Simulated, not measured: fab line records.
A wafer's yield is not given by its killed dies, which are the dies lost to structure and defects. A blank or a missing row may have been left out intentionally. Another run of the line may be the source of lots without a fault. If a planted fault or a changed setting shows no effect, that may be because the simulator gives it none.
A lot that was struck, set against a sound lot | flow n5-finfet | 14 steps out of a route of 1938
Sound: these wafers, L957.1, L957.5, L957.6. Struck: wafers L962.2, L962.3. (L962.6 of the same lot was not struck and is left out.) The cause comes at the end.
Order at every step that has rows: each side's tool, ch and its chambers, its first start. Under that, the readings that differ: sound wafers | struck wafers | difference of the means | sigmas: that difference in standard deviations of wafers without a fault.
alike: words and numbers the same on both sides, and readings whose means are apart by under 2 such deviations; not compared: readings that were withheld, readings missing a value for some wafer, numbers with overlapping values and no deviation given by the record, and bounds like >300 which may hide the same value.
Wherever a step has rows on one side only, a row that says differs or no value, or a row with sigmas, the two part there. Non-overlapping numbers with no deviation appear without sigmas and do not part them. A reading that every wafer of one side lacks parts them only if that side has two wafers or more.

first, 8 steps without rows for these wafers: N5_BEOL_M6_COAT_64 (time 60 s, resist thk 12 nm); N5_BEOL_M6_COAT_71 (time 60 s, resist thk 5 nm); N5_BEOL_M6_COAT_22 (resist thk 30 nm); N5_BEOL_M6_EBR_24; N5_BEOL_M6_SOFTBAKE_23 (time 60 s); N5_BEOL_M6_EXPOSE_25 (exposes mask V5, target cd 40 nm); N5_BEOL_M6_PEB_26 (peb time 60 s); N5_BEOL_M6_DEVELOP_27 (develop time 30 s).
N5_BEOL_M6_CD_MEAS_28: target cd 40 nm.
  sound on cd-sem-02 ch 0, day 10 12:22; struck on cd-sem-01 ch 0, day 12 08:11
  alike: cd-nm
N5_BEOL_M6_OVL_MEAS_29:
  sound on overlay-02 ch 0, day 10 12:23; struck on overlay-02 ch 0, day 12 08:13
  alike: V5_OVL
N5_BEOL_M6_INSPECT_30: inspects for defects (brightfield).
  sound on defect-inspect-02 at day 10 12:27; struck on defect-inspect-02 at day 12 08:16
  alike: raw-defect-count
N5_BEOL_M6_DESCUM_33: chemistry O2, time 7 s.
  sound on rie-diel-01 ch 0,1,2, day 10 12:39; struck on rie-diel-01 ch 0,3, day 12 08:18
  alike: drypump-motor-current-A, oes-product-au, rf-vpp-V, showerhead-plenum-p-Torr, temp-c, throttle-valve-pct
  not compared: rf-hours-counter-h
N5_BEOL_M6_ETCH_72: etches underlayer in N2/H2, target depth 6.5 nm, time 5.2 s.
  sound on rie-diel-01 ch 0,1,2, day 10 12:41; struck on rie-diel-01 ch 0,3, day 12 08:20
  reading               | sound          | struck    | difference | sigmas
  etch-rf-on-time-s (s) | 5.19 5.34 5.23 | 6.59 6.72 | +1.40      | +15
  alike: drypump-motor-current-A, n2-flow-sccm, oes-product-au, rf-vpp-V, showerhead-plenum-p-Torr, throttle-valve-pct
  not compared: rf-hours-counter-h
N5_BEOL_M6_ETCH_65: etches SiARC in CF4, target depth 15.6 nm, time 26 s.
  sound on rie-diel-01 ch 0,1,2, day 10 12:43; struck on rie-diel-01 ch 0,3, day 12 08:21
  alike: drypump-motor-current-A, etch-rf-on-time-s, oes-product-au, rf-vpp-V, showerhead-plenum-p-Torr, throttle-valve-pct
  not compared: rf-hours-counter-h

WHERE THEY PART
Within this record, at N5_BEOL_M6_ETCH_72 only. Later steps at which nothing parts them and some readings are alike: N5_BEOL_M6_ETCH_65.

WHY: whatever the simulator had introduced
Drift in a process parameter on rie-diel-01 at N5_BEOL_M6_ETCH_72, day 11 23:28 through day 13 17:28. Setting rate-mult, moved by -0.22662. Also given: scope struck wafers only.
